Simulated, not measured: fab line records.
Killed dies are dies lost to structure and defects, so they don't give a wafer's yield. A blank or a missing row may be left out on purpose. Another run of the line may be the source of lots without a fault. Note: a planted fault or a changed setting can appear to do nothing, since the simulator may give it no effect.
Matching of chambers    flow nand-harc    NHARC_P_M1_CMP_23 on cmp-02: 4 sister chambers
The step polishes, t overpolish 20 s, target thk 157.82 nm. 14 wafers are shown with their chamber, then 7 later ones without.

WAFERS, EACH WITH ITS CHAMBER
wafer   chamber  motor-current-A (A)  time-to-endpoint-s (s)
L081.1  3        11.0                 29
L081.2  2        14.2                 32
L081.3  0        13.8                 17
L081.4  1        12.2                 29
L081.5  3        11.2                 30
L081.6  0        14.5                 22
L080.3  2        14.0                 34
L080.4  3        11.6                 32
L080.5  2        13.4                 33
L082.1  1        12.3                 32
L082.3  2        13.7                 33
L082.5  3        11.3                 32
L083.1  0        13.9                 21
L083.2  1        13.1                 26

SIGNATURES (averages over the wafers above)
reading             chamber 0  chamber 1  chamber 2  chamber 3  scatter within a chamber
motor-current-A     14.067     12.533     13.825     11.275     0.364
time-to-endpoint-s  20.00      29.00      33.00      30.75      2.02
Rule: a wafer's distance from a chamber is the root of the sum, over the readings, of the square of ((its reading less the chamber's mean) divided by the reading's scatter). If the next closest chamber is less than 2 further off than the closest, the wafer can't be placed; otherwise it belongs to the closest. The scatter: take each reading less its chamber's mean, square it, sum over the shown wafers, divide by the number of wafers less the number of chambers, and take the root.

WAFERS WHOSE CHAMBER IS MISSING
wafer   motor-current-A (A)  time-to-endpoint-s (s)
L083.6  13.3                 31
L092.1  14.5                 24
L092.2  12.4                 33
L092.5  14.3                 26
L094.3  14.3                 22
L094.4  13.0                 30
L094.6  12.6                 31

THE CHAMBER EACH PASSED THROUGH
wafer   from the rows above           in truth
L083.6  can't be placed: 2 or 1       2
L092.1  0                             0
L092.2  can't be placed: 1 or 3 or 2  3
L092.5  can't be placed: 0 or 2       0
L094.3  0                             0
L094.4  can't be placed: 1 or 2       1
L094.6  1                             1
Placed correctly: 3 of 7. These rows do not allow placing 4 (true chamber among the candidates in 4). Placed wrongly: 0.
